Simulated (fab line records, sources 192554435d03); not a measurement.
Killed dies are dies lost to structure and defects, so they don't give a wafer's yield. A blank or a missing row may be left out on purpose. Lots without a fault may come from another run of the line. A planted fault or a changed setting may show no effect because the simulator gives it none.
Which tool did it? | flow n5_finfet | 9 lots, 27 wafers sampled, at 5 steps of a route of 1938

WHAT THE GAUGES READ, wafer by wafer
N5_FIN_SAQP_OCD_MEAS_76.
lot  | measured    | on     | trench_depth_nm (nm)
L327 | day 2 06:27 | ocd-02 | 119.1 118.0 119.0
L331 | day 3 04:19 | ocd-02 | 117.8 119.3 117.1
L332 | day 3 11:46 | ocd-02 | 118.6 119.9 118.8
L333 | day 3 17:53 | ocd-02 | 120.5 123.2 119.1
L334 | day 3 21:46 | ocd-02 | 124.3 120.4 119.4
L340 | day 5 07:59 | ocd-02 | 120.6 119.1 121.5
L342 | day 5 21:25 | ocd-02 | 120.5 119.4 119.0
L345 | day 6 15:00 | ocd-01 | 119.5 119.9 119.1
L346 | day 6 21:26 | ocd-01 | 118.7 120.2 119.4

WHICH TOOL RAN EACH LOT (tool, then ch and the chambers of the sampled wafers, then the start)
lot  | N5_FIN_SAQP_ETCH_51               | N5_FIN_SAQP_RECESS_63             | N5_FIN_SAQP_ETCH_69               | N5_FIN_SAQP_FIN_ETCH_36
L327 | rie_diel-06 ch 1,2,3, day 1 22:52 | vapor_etch-01 ch 0,1, day 2 03:04 | rie_diel-06 ch 1,2, day 2 03:31   | rie_si-05 ch 0,1,2, day 2 06:14
L331 | rie_diel-06 ch 0,2, day 2 23:41   | vapor_etch-01 ch 0,1, day 3 02:12 | rie_diel-06 ch 1,2,3, day 3 02:39 | rie_si-01 ch 0,2, day 3 04:06
L332 | rie_diel-03 ch 0,1,2, day 3 04:49 | vapor_etch-01 ch 0,1, day 3 07:45 | rie_diel-06 ch 0,1,3, day 3 08:18 | rie_si-01 ch 0,3, day 3 11:32
L333 | rie_diel-06 ch 0,2,3, day 3 12:21 | vapor_etch-01 ch 0,1, day 3 15:42 | rie_diel-06 ch 0,1,3, day 3 16:18 | rie_si-01 ch 2,3, day 3 17:40
L334 | rie_diel-06 ch 0,3, day 3 16:52   | vapor_etch-02 ch 0,1, day 3 19:33 | rie_diel-03 ch 2,3, day 3 20:00   | rie_si-01 ch 2,3, day 3 21:33
L340 | rie_diel-06 ch 1,2, day 5 03:55   | vapor_etch-01 ch 0,1, day 5 06:16 | rie_diel-03 ch 2,3, day 5 06:36   | rie_si-02 ch 0,1,3, day 5 07:46
L342 | rie_diel-03 ch 0,2, day 5 16:36   | vapor_etch-01 ch 0, day 5 19:33   | rie_diel-01 ch 1,2,3, day 5 20:02 | rie_si-02 ch 1,2,3, day 5 21:12
L345 | rie_diel-06 ch 0,3, day 6 10:09   | vapor_etch-01 ch 0, day 6 12:36   | rie_diel-03 ch 1,2, day 6 13:07   | rie_si-05 ch 1,2,3, day 6 14:47
L346 | rie_diel-03 ch 1,2, day 6 16:56   | vapor_etch-01 ch 0,1, day 6 19:15 | rie_diel-03 ch 0,2, day 6 19:41   | rie_si-05 ch 1,2,3, day 6 21:13
- N5_FIN_SAQP_ETCH_51: etches SiARC in CF4, target depth 45.5 nm, time 75.8 s.
- N5_FIN_SAQP_RECESS_63: chemistry HF/NH3, target SiO2, target depth 18 nm, afs cycles 3, sublimation time 60 s.
- N5_FIN_SAQP_ETCH_69: etches SOC in N2/H2, stops on SiNx, target depth 150 nm.
- N5_FIN_SAQP_FIN_ETCH_36: etches the open film in HBr/Cl2/O2, target depth 120 nm, time 50.4 s.

THE ANSWER, worked out from the rows above alone
Rule: what is usual is taken from the lots themselves. Put in order of their means at a reading, lots are off if they are a third of the lots or fewer, leave a main group of 4 or more, and stand apart from it by a gap of 3 or more times the standard deviation of the main group's means; of several such gaps the widest counts. A main group whose means are all the same, to the digits that the tables above print for the reading, isn't used. A lot without any number at a reading at which 4 lots or more have one is off too. The other lots that the step has rows for count as sound.
No lot is off at any reading shown: from this, nothing can be told.

WHAT THE SIMULATOR HAD PUT IN
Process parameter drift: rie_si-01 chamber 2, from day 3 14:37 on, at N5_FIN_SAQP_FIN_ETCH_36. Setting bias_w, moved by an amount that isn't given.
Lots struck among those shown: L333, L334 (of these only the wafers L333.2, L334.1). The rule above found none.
